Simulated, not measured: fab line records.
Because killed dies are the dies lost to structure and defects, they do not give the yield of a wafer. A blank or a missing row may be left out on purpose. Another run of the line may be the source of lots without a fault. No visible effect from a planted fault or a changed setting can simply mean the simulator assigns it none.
fab line records	flow n5-finfet	part 1 of 2: steps 1 to 21 of 33
[record] lots = 5	wafers = 15	last-day = 19
route steps=1938 shown BEOL_M11@1599 BEOL_M12@1602
lots that met no fault: taken from a fault-free run of the same line
start-h: hours from the record's opening day to when the first of the lot's shown wafers began	wait-h: time in hours since the lot's previous step	" repeats the value in the row above	L1.1+2: a single row standing in for several wafers	- value missing, or start not given	* or withheld: withheld	< > ~ a bound
route shown NAME@n: NAME is a module with steps in the file, n the number in the route of the first one	usual: mean/standard deviation of fault-free wafers	same: alike in all rows	chamber/n: place in a boat	sites: the reading at each site	_std_site: the standard deviation of these	_edge_site: the outer-site mean with the inner-site mean subtracted	radius-mm: for every site, how far away it sits from the centre of the wafer	mask NAME#n: copy n	behind: tool/chamber where the wafer was last shaped	hold: why the lot was held/for how many hours/how that ended	device: the n, p or np transistor that did not switch	end of line: the tests these same wafers got at the end of their route	step lacking rows: just its recipe	killed: dies that structure and defects cost at the first sort, which is not the same as the wafer's yield	map: a wafer's dies, marking killed ones x, the rest . and places with no die _
set.NAME: the run value of the setting; set.NAME@STEP: its run value at that earlier step	model.NAME: the simulator's own value behind a step, which no gauge read
lots at selected steps of the route; one table per step, one row per wafer
services: a tool's chamber out of use, with start hour (start-h, from the record's first day; less than 0 if before it), hours out, and reason
[[steps]]
[step N5_BEOL_M11_DEP_56]
[recipe] material = SiCN	target-thk-a = 300	temp-c = withheld	precursor = 3MS/NH3	pressure-torr = 3	rf-w = 675	time-s = 10.5
[usual] showerhead-plenum-p-Torr = 4.163/0.015	throttle-valve-pct = 17.8/1.2
lot.wafer	tool	chamber	start-h	wait-h	showerhead-plenum-p-Torr	throttle-valve-pct
L076.2	pecvd-02	2	277.70	0.0	4.135	16.6
L076.3	"	0	"	"	4.142	19.3
L076.6	"	0	"	"	4.145	19.4
L080.3	pecvd-02	1	309.36	0.0	4.168	17.5
L080.4	"	0	"	"	4.142	19.3
L080.5	"	2	"	"	4.141	16.6
L088.1	pecvd-03	2	344.24	0.0	4.175	16.5
L088.3	"	0	"	"	4.178	20.0
L088.4	"	1	"	"	4.174	17.9
L093.3	pecvd-01	1	381.83	0.0	4.158	18.3
L093.5	"	1	"	"	4.165	18.6
L093.6	"	2	"	"	4.183	17.1
L095.2	pecvd-02	2	412.42	0.0	4.127	16.7
L095.3	"	2	"	"	4.140	16.5
L095.6	"	2	"	"	4.127	17.0
[step N5_BEOL_M11_RS_MEAS_57]
[recipe] thk-meas-gauge = four-point-probe	reads = Cu_of_BEOL_M11_ECD_50+Co_of_BEOL_M11_CVD_75+TaN_of_BEOL_M11_ALD_74
[usual] M11_RS = 0.151/0.0033
lot.wafer	tool	chamber	start-h	wait-h	M11_RS[ohm/sq]
L076.2	film-metro-02	-	277.76	0.0	0.154
L076.3	"	-	"	"	0.148
L076.6	"	-	"	"	0.152
L080.3	film-metro-01	-	309.42	0.0	0.151
L080.4	"	-	"	"	0.152
L080.5	"	-	"	"	0.147
L088.1	film-metro-02	-	344.30	0.0	0.149
L088.3	"	-	"	"	0.153
L088.4	"	-	"	"	0.147
L093.3	film-metro-01	-	381.90	0.0	0.152
L093.5	"	-	"	"	0.143
L093.6	"	-	"	"	0.150
L095.2	film-metro-01	-	412.49	0.1	0.153
L095.3	"	-	"	"	0.146
L095.6	"	-	"	"	0.148
[step N5_BEOL_M11_INSPECT_58]
[recipe] inspect-instrument = darkfield	mode = post-dep
[usual] raw-defect-count = 65/21
lot.wafer	tool	chamber	start-h	wait-h	raw-defect-count
L076.2	defect-inspect-02	-	277.78	0.0	70
L076.3	"	-	"	"	73
L076.6	"	-	"	"	89
L080.3	defect-inspect-02	-	309.45	0.0	69
L080.4	"	-	"	"	70
L080.5	"	-	"	"	60
L088.1	defect-inspect-02	-	344.33	0.0	101
L088.3	"	-	"	"	79
L088.4	"	-	"	"	96
L093.3	defect-inspect-02	-	381.92	0.0	76
L093.5	"	-	"	"	48
L093.6	"	-	"	"	57
L095.2	defect-inspect-02	-	412.52	0.0	60
L095.3	"	-	"	"	33
L095.6	"	-	"	"	45
[step N5_BEOL_M12_ILD_DEP_00]
[recipe] material = SiOC	target-thk-a = 6589.2	temp-c = 350	precursor = DEMS/O2	pressure-torr = 5	rf-w = 500	time-s = 130.7
[usual] heater-power-w = 482/65	showerhead-plenum-p-Torr = 5.694/0.014	throttle-valve-pct = 12.0/0.74
lot.wafer	tool	chamber	start-h	wait-h	heater-power-w	showerhead-plenum-p-Torr	throttle-valve-pct
L076.2	pecvd-04	2	277.82	0.0	435	5.696	12.0
L076.3	"	0	"	"	410	5.691	12.1
L076.6	"	2	"	"	455	5.702	12.1
L080.3	pecvd-04	0	309.48	0.0	441	5.673	12.2
L080.4	"	0	"	"	350	5.690	12.2
L080.5	"	1	"	"	498	5.702	12.5
L088.1	pecvd-04	0	344.36	0.0	446	5.696	11.8
L088.3	"	2	"	"	440	5.693	12.5
L088.4	"	1	"	"	492	5.713	12.5
L093.3	pecvd-02	0	381.96	0.0	546	5.685	12.8
L093.5	"	0	"	"	543	5.682	12.7
L093.6	"	2	"	"	568	5.683	11.4
L095.2	pecvd-02	2	412.56	0.0	512	5.680	10.9
L095.3	"	0	"	"	526	5.676	12.8
L095.6	"	0	"	"	557	5.676	12.7
[step N5_BEOL_M12_THK_MEAS_01]
[recipe] reads = SiOC_of_BEOL_M12_ILD_DEP_00
[usual] M12_ILD_THK = 654/8.8
lot.wafer	tool	chamber	start-h	wait-h	M12_ILD_THK[nm]
L076.2	film-metro-01	-	277.95	0.1	636
L076.3	"	-	"	"	646
L076.6	"	-	"	"	646
L080.3	film-metro-02	-	309.61	0.1	643
L080.4	"	-	"	"	656
L080.5	"	-	"	"	658
L088.1	film-metro-02	-	344.49	0.1	656
L088.3	"	-	"	"	646
L088.4	"	-	"	"	665
L093.3	film-metro-02	-	382.09	0.1	653
L093.5	"	-	"	"	659
L093.6	"	-	"	"	650
L095.2	film-metro-02	-	412.74	0.1	644
L095.3	"	-	"	"	664
L095.6	"	-	"	"	658
[step N5_BEOL_M12_COAT_58]
[recipe] resist = BARC	temp-c = 205	time-s = 60	spin-rpm = 1500	resist-thk-nm = 89
[usual] exhaust-pa = 44.9/0.99
lot.wafer	tool	chamber	start-h	wait-h	exhaust-pa
L076.2	litho-track-03	0	277.98	0.0	45.2
L076.3	"	0	"	"	43.4
L076.6	"	0	"	"	45.2
L080.3	litho-track-01	0	309.65	0.0	41.9
L080.4	"	0	"	"	44.5
L080.5	"	0	"	"	44.8
L088.1	litho-track-04	0	344.53	0.0	44.1
L088.3	"	0	"	"	45.1
L088.4	"	0	"	"	43.3
L093.3	litho-track-01	0	382.12	0.0	43.7
L093.5	"	0	"	"	43.1
L093.6	"	0	"	"	43.4
L095.2	litho-track-01	0	412.77	0.0	46.0
L095.3	"	0	"	"	46.5
L095.6	"	0	"	"	46.0
[step N5_BEOL_M12_COAT_04]
[recipe] spin-rpm = 1625	resist-thk-nm = 400
[usual] exhaust-pa = 44.9/0.92
lot.wafer	tool	chamber	start-h	wait-h	exhaust-pa
L076.2	litho-track-03	0	-	-	45.0
L076.3	"	0	"	"	45.4
L076.6	"	0	"	"	44.7
L080.3	litho-track-01	0	-	-	45.7
L080.4	"	0	"	"	45.8
L080.5	"	0	"	"	45.7
L088.1	litho-track-04	0	-	-	44.5
L088.3	"	0	"	"	43.6
L088.4	"	0	"	"	42.8
L093.3	litho-track-01	0	-	-	46.4
L093.5	"	0	"	"	45.8
L093.6	"	0	"	"	46.5
L095.2	litho-track-01	0	-	-	44.8
L095.3	"	0	"	"	44.4
L095.6	"	0	"	"	44.7
[step N5_BEOL_M12_EBR_06]
[recipe] solvent = PGMEA	ebr-width-mm = 1.5
[usual] exhaust-pa = 44.9/1.1
lot.wafer	tool	chamber	start-h	wait-h	exhaust-pa
L076.2	litho-track-03	0	-	-	47.2
L076.3	"	0	"	"	45.7
L076.6	"	0	"	"	45.8
L080.3	litho-track-01	0	-	-	45.7
L080.4	"	0	"	"	45.9
L080.5	"	0	"	"	45.8
L088.1	litho-track-04	0	-	-	43.9
L088.3	"	0	"	"	44.9
L088.4	"	0	"	"	43.3
L093.3	litho-track-01	0	-	-	45.1
L093.5	"	0	"	"	44.8
L093.6	"	0	"	"	46.8
L095.2	litho-track-01	0	-	-	44.4
L095.3	"	0	"	"	44.7
L095.6	"	0	"	"	45.9
[step N5_BEOL_M12_SOFTBAKE_05]
[recipe] temp-c = 130	time-s = 60
[usual] exhaust-pa = 45.1/1
lot.wafer	tool	chamber	start-h	wait-h	exhaust-pa
L076.2	litho-track-03	0	-	-	46.0
L076.3	"	0	"	"	45.7
L076.6	"	0	"	"	45.6
L080.3	litho-track-01	0	-	-	46.0
L080.4	"	0	"	"	47.6
L080.5	"	0	"	"	46.2
L088.1	litho-track-04	0	-	-	45.3
L088.3	"	0	"	"	46.1
L088.4	"	0	"	"	43.6
L093.3	litho-track-01	0	-	-	42.3
L093.5	"	0	"	"	43.3
L093.6	"	0	"	"	44.7
L095.2	litho-track-01	0	-	-	45.8
L095.3	"	0	"	"	45.1
L095.6	"	0	"	"	46.4
[step N5_BEOL_M12_EXPOSE_07]
[recipe] mask-id = V11	na = 0.93	source-shape = conventional	sigma-outer = 0.6	polarization = unpolarized	attpsm-phase-deg = 180	dose-mj = 32.5
lot.wafer	tool	chamber	start-h	wait-h	mask
L076.2+3+6	krf-scanner-01	0	278.21	-	V11#0
L080.3+4+5	krf-scanner-02	0	309.88	-	V11#0
L088.1+3+4	krf-scanner-01	0	344.63	-	V11#0
L093.3+5+6	krf-scanner-01	0	382.23	-	V11#0
L095.2+3+6	krf-scanner-01	0	412.90	-	V11#0
[step N5_BEOL_M12_PEB_08]
[recipe] peb-temp-c = 130	peb-time-s = 90
[usual] exhaust-pa = 44.8/0.83
[same] peb-time-s = 90
lot.wafer	tool	chamber	start-h	wait-h	exhaust-pa
L076.2	litho-track-01	0	278.27	0.0	44.8
L076.3	"	0	"	"	43.6
L076.6	"	0	"	"	45.0
L080.3	litho-track-01	0	309.93	0.0	44.5
L080.4	"	0	"	"	45.4
L080.5	"	0	"	"	44.4
L088.1	litho-track-03	0	344.68	0.1	43.7
L088.3	"	0	"	"	44.8
L088.4	"	0	"	"	44.7
L093.3	litho-track-01	0	382.28	0.0	44.8
L093.5	"	0	"	"	45.9
L093.6	"	0	"	"	45.5
L095.2	litho-track-04	0	412.95	0.0	44.4
L095.3	"	0	"	"	44.5
L095.6	"	0	"	"	44.2
[step N5_BEOL_M12_DEVELOP_09]
[recipe] develop-time-s = 45	rinse-liquid = diw	dry = air-spin	dev-temp-c = 21
[usual] exhaust-pa = 45.1/0.91
lot.wafer	tool	chamber	start-h	wait-h	exhaust-pa
L076.2	litho-track-01	0	-	-	44.7
L076.3	"	0	"	"	45.0
L076.6	"	0	"	"	45.2
L080.3	litho-track-01	0	-	-	45.2
L080.4	"	0	"	"	44.8
L080.5	"	0	"	"	45.7
L088.1	litho-track-03	0	-	-	45.1
L088.3	"	0	"	"	44.3
L088.4	"	0	"	"	43.7
L093.3	litho-track-01	0	-	-	44.6
L093.5	"	0	"	"	44.4
L093.6	"	0	"	"	44.7
L095.2	litho-track-04	0	-	-	43.9
L095.3	"	0	"	"	44.0
L095.6	"	0	"	"	44.3
[step N5_BEOL_M12_HARDBAKE_14]
[recipe] temp-c = 130	time-s = 120
[usual] exhaust-pa = 45.1/0.98
lot.wafer	tool	chamber	start-h	wait-h	exhaust-pa
L076.2	litho-track-01	0	-	-	45.4
L076.3	"	0	"	"	46.6
L076.6	"	0	"	"	46.4
L080.3	litho-track-01	0	-	-	44.4
L080.4	"	0	"	"	43.6
L080.5	"	0	"	"	44.3
L088.1	litho-track-03	0	-	-	45.4
L088.3	"	0	"	"	43.6
L088.4	"	0	"	"	44.7
L093.3	litho-track-01	0	-	-	45.0
L093.5	"	0	"	"	45.1
L093.6	"	0	"	"	44.0
L095.2	litho-track-04	0	-	-	44.2
L095.3	"	0	"	"	44.8
L095.6	"	0	"	"	44.1
[step N5_BEOL_M12_CD_MEAS_10]
[recipe] target-cd-nm = 140	landing-energy-ev = 500	detector = se-inlens	polarity = opening
[usual] cd-nm = 141.1/2.1
lot.wafer	tool	chamber	start-h	wait-h	cd-nm
L076.2	cd-sem-01	0	278.38	-	137.4
L076.3	"	0	"	"	140.6
L076.6	"	0	"	"	140.0
L080.3	cd-sem-02	0	310.05	-	140.7
L080.4	"	0	"	"	139.8
L080.5	"	0	"	"	138.5
L088.1	cd-sem-03	0	344.80	-	142.4
L088.3	"	0	"	"	140.1
L088.4	"	0	"	"	142.3
L093.3	cd-sem-01	0	382.40	-	140.2
L093.5	"	0	"	"	141.0
L093.6	"	0	"	"	139.4
L095.2	cd-sem-01	0	413.07	-	142.7
L095.3	"	0	"	"	145.4
L095.6	"	0	"	"	141.5
[step N5_BEOL_M12_OVL_MEAS_11]
[recipe] points-per-wafer = 44
[usual] V11_OVL = -1/5.8
[same] points-per-wafer = 44
lot.wafer	tool	chamber	start-h	wait-h	V11_OVL[nm]
L076.2	overlay-01	0	278.41	0.0	0
L076.3	"	0	"	"	-2
L076.6	"	0	"	"	-15
L080.3	overlay-01	0	310.07	0.0	-2
L080.4	"	0	"	"	0
L080.5	"	0	"	"	-1
L088.1	overlay-01	0	344.83	0.0	3
L088.3	"	0	"	"	4
L088.4	"	0	"	"	1
L093.3	overlay-01	0	382.42	0.0	-10
L093.5	"	0	"	"	-6
L093.6	"	0	"	"	0
L095.2	overlay-02	0	413.10	0.0	0
L095.3	"	0	"	"	8
L095.6	"	0	"	"	6
[step N5_BEOL_M12_INSPECT_12]
[recipe] mode = adi	inspect-instrument = macro
[usual] raw-defect-count = 1.9/1.4
lot.wafer	tool	chamber	start-h	wait-h	raw-defect-count
L076.2	defect-inspect-01	-	278.44	0.0	1
L076.3	"	-	"	"	6
L076.6	"	-	"	"	2
L080.3	defect-inspect-02	-	310.10	0.0	1
L080.4	"	-	"	"	1
L080.5	"	-	"	"	0
L088.1	defect-inspect-02	-	344.85	0.0	1
L088.3	"	-	"	"	1
L088.4	"	-	"	"	4
L093.3	defect-inspect-02	-	382.45	0.0	3
L093.5	"	-	"	"	3
L093.6	"	-	"	"	2
L095.2	defect-inspect-02	-	413.12	0.0	2
L095.3	"	-	"	"	3
L095.6	"	-	"	"	0
[step N5_BEOL_M12_DESCUM_15]
[recipe] chemistry = O2	time-s = 7.9	source-power-w = 50	bias-power-w = 20	pressure-mtorr = 20	rf-frequency-hz = 2.712e+07	temp-c = 40	o2-flow-sccm = 225
[usual] drypump-motor-current-A = 5.70/0.26	oes-product-au = 0.83/0.057	rf-vpp-V = 243.5/1.3	showerhead-plenum-p-Torr = 2.12/0.066	throttle-valve-pct = 20.24/0.24
lot.wafer	tool	chamber	start-h	wait-h	drypump-motor-current-A	oes-product-au	rf-hours-counter-h	rf-vpp-V	showerhead-plenum-p-Torr	throttle-valve-pct
L076.2	rie-diel-06	1	278.47	0.0	5.62	0.79	109	242.5	2.03	20.27
L076.3	"	3	"	"	5.27	0.92	25	243.1	2.12	19.77
L076.6	"	3	"	"	5.25	0.91	-	242.8	2.12	19.78
L080.3	rie-diel-06	1	311.16	1.1	5.60	0.78	124	241.2	2.02	20.30
L080.4	"	3	"	"	5.26	0.90	38	244.5	2.12	19.79
L080.5	"	2	"	"	5.78	0.82	-	244.2	2.20	20.06
L088.1	rie-diel-05	3	344.89	0.0	5.90	0.84	49	242.2	2.03	20.31
L088.3	"	0	"	"	5.57	0.73	170	243.2	2.10	20.32
L088.4	"	2	"	"	6.13	0.77	136	243.0	2.08	20.57
L093.3	rie-diel-04	1	382.48	0.0	6.05	0.86	66	243.9	2.11	20.29
L093.5	"	0	"	"	5.42	0.86	-	241.6	2.05	20.11
L093.6	"	1	"	"	6.07	0.85	-	243.5	2.11	20.30
L095.2	rie-diel-05	2	413.15	0.0	6.15	0.75	158	242.5	2.07	20.60
L095.3	"	3	"	"	5.85	0.82	71	241.5	2.03	20.35
L095.6	"	0	"	"	5.60	0.72	-	242.9	2.10	20.37
[step N5_BEOL_M12_ETCH_59]
[recipe] chemistry = N2/H2	target = BARC	target-depth-a = 890	overetch-a = 267	time-s = 67.9	ion-energy-ev = 200	pressure-mtorr = 30	source-w = 840	bias-w = 150	n2-flow-sccm = 200	h2-flow-sccm = 200
[usual] drypump-motor-current-A = 5.71/0.26	oes-product-au = 0.71/0.048	rf-vpp-V = 524.8/2.4	showerhead-plenum-p-Torr = 2.58/0.083	throttle-valve-pct = 17.75/0.25
lot.wafer	tool	chamber	start-h	wait-h	drypump-motor-current-A	oes-product-au	rf-hours-counter-h	rf-vpp-V	showerhead-plenum-p-Torr	throttle-valve-pct
L076.2	rie-diel-06	1	278.51	0.0	5.62	0.69	109	521.2	2.46	17.82
L076.3	"	3	"	"	5.26	0.79	25	526.9	2.59	17.41
L076.6	"	3	"	"	5.27	0.78	-	524.7	2.59	17.42
L080.3	rie-diel-06	1	311.20	0.0	5.64	0.68	124	521.7	2.46	17.87
L080.4	"	3	"	"	5.28	0.77	38	524.7	2.58	17.43
L080.5	"	2	"	"	5.75	0.70	-	526.5	2.67	17.45
L088.1	rie-diel-05	3	344.92	0.0	5.95	0.73	49	522.2	2.49	17.93
L088.3	"	0	"	"	5.57	0.63	170	523.1	2.53	17.63
L088.4	"	2	"	"	6.14	0.67	136	524.8	2.55	18.15
L093.3	rie-diel-04	1	382.52	0.0	6.03	0.72	66	523.3	2.58	17.80
L093.5	"	0	"	"	5.42	0.75	-	522.4	2.48	17.59
L093.6	"	1	"	"	6.00	0.73	-	524.2	2.57	17.78
L095.2	rie-diel-05	2	413.19	0.0	6.15	0.65	158	522.8	2.54	18.19
L095.3	"	3	"	"	5.93	0.70	71	522.5	2.48	17.96
L095.6	"	0	"	"	5.58	0.62	-	524.9	2.52	17.69
[step N5_BEOL_M12_VIA_ETCH_16]
[recipe] chemistry = C4F8/O2/Ar	target = SiOC	pressure-mtorr = 30	source-w = 3000	bias-w = 700	Ar_flow_sccm = 400	C4F8_flow_sccm = 15	O2_flow_sccm = 8	he-inner-torr = 15	he-outer-torr = 30	target-depth-a = 7248	time-s = withheld	ion-energy-ev = 250	ends = cleared
[usual] C4F8_flow_sccm = 15.00/0.045	drypump-motor-current-A = 5.71/0.26	oes-product-au = 0.75/0.052	rf-vpp-V = 666.7/2.9	showerhead-plenum-p-Torr = 3.47/0.1	throttle-valve-pct = 24.09/0.22
lot.wafer	tool	chamber	start-h	wait-h	C4F8_flow_sccm	drypump-motor-current-A	oes-product-au	rf-vpp-V	showerhead-plenum-p-Torr	throttle-valve-pct
L076.2	rie-diel-06	1	278.56	0.0	15.03	5.65	0.72	663.1	3.33	24.09
L076.3	"	3	"	"	15.08	5.27	0.83	668.7	3.50	23.78
L076.6	"	3	"	"	15.02	5.27	0.84	668.1	3.50	23.79
L080.3	rie-diel-06	1	311.25	0.0	15.00	5.59	0.72	663.2	3.32	24.13
L080.4	"	3	"	"	14.95	5.26	0.81	667.5	3.49	23.79
L080.5	"	2	"	"	15.03	5.77	0.73	671.1	3.61	23.96
L088.1	rie-diel-05	3	344.97	0.0	15.00	5.89	0.77	663.7	3.37	24.29
L088.3	"	0	"	"	15.07	5.58	0.66	665.7	3.40	23.86
L088.4	"	2	"	"	15.05	6.13	0.69	666.0	3.42	24.48
L093.3	rie-diel-04	1	382.57	0.0	14.98	6.06	0.77	667.5	3.45	24.10
L093.5	"	0	"	"	14.94	5.43	0.78	663.5	3.36	23.93
L093.6	"	1	"	"	14.96	6.04	0.77	667.0	3.45	24.12
L095.2	rie-diel-05	2	413.24	0.0	14.99	6.13	0.68	665.5	3.41	24.51
L095.3	"	3	"	"	14.97	5.93	0.74	662.4	3.36	24.31
L095.6	"	0	"	"	15.11	5.57	0.65	665.7	3.38	23.90
[step N5_BEOL_M12_STRIP_63]
[recipe] chemistry = N2/H2	power-w = 1000	temp-c = 250	h2-frac = 0.65	overash-fraction = 0.3	pressure-mtorr = 1000	n2-flow-sccm = 1750	h2-flow-sccm = 3250
[usual] drypump-motor-current-A = 5.42/0.094	heater-power-w = 336/9.3	oes-product-au = 0.694/0.0048	strip-time-to-endpoint-s = 43.1/0.73
lot.wafer	tool	chamber	start-h	wait-h	drypump-motor-current-A	heater-power-w	oes-product-au	rf-hours-counter-h	strip-time-to-endpoint-s
L076.2	plasma-asher-02	1	278.76	-	5.38	342	0.684	126	44.0
L076.3	"	0	"	"	5.44	340	0.702	-	43.3
L076.6	"	0	"	"	5.44	349	0.697	-	43.0
L080.3	plasma-asher-02	1	311.47	-	5.40	345	0.696	-	44.0
L080.4	"	0	"	"	5.41	343	0.697	-	42.6
L080.5	"	0	"	"	5.47	353	0.695	-	43.2
L088.1	plasma-asher-02	1	345.17	-	5.39	331	0.691	140	43.0
L088.3	"	1	"	"	5.39	343	0.700	-	43.6
L088.4	"	0	"	"	5.46	342	0.692	-	42.3
L093.3	plasma-asher-01	0	382.79	-	5.57	347	0.681	-	42.7
L093.5	"	0	"	"	5.59	337	0.689	-	42.5
L093.6	"	1	"	"	5.27	321	0.685	-	43.2
L095.2	plasma-asher-02	1	413.44	-	5.38	350	0.696	152	44.1
L095.3	"	1	"	"	5.37	332	0.699	-	42.9
L095.6	"	1	"	"	5.38	331	0.691	-	43.0
[step N5_BEOL_M12_STRIP_64]
[recipe] chemistry = N2/H2	power-w = 1000	temp-c = 250	h2-frac = 0.65	overash-fraction = 0.3	pressure-mtorr = withheld	n2-flow-sccm = 1750	h2-flow-sccm = 3250
[usual] drypump-motor-current-A = 5.43/0.095	heater-power-w = 337/9.3	oes-product-au = 0.715/0.0048	strip-time-to-endpoint-s = 31.38/0.072
lot.wafer	tool	chamber	start-h	wait-h	drypump-motor-current-A	heater-power-w	oes-product-au	rf-hours-counter-h	strip-time-to-endpoint-s
L076.2	plasma-asher-02	1	278.82	0.0	5.38	339	0.714	126	31.33
L076.3	"	0	"	"	5.47	341	0.717	-	31.33
L076.6	"	0	"	"	5.46	348	0.710	-	31.33
L080.3	plasma-asher-02	1	311.53	0.0	5.40	339	0.712	-	31.54
L080.4	"	0	"	"	5.41	343	0.725	-	31.38
L080.5	"	0	"	"	5.43	339	0.720	-	31.52
L088.1	plasma-asher-02	1	345.23	0.0	5.39	338	0.705	140	31.37
L088.3	"	1	"	"	5.40	331	0.706	-	31.43
L088.4	"	0	"	"	5.43	346	0.714	-	31.40
L093.3	plasma-asher-01	0	382.85	0.0	5.61	339	0.716	-	31.38
L093.5	"	0	"	"	5.61	335	0.717	-	31.34
L093.6	"	1	"	"	5.27	316	0.718	-	31.44
L095.2	plasma-asher-02	1	413.50	0.0	5.40	342	0.716	152	31.29
L095.3	"	1	"	"	5.37	334	0.707	-	31.24
L095.6	"	1	"	"	5.37	330	0.709	-	31.28
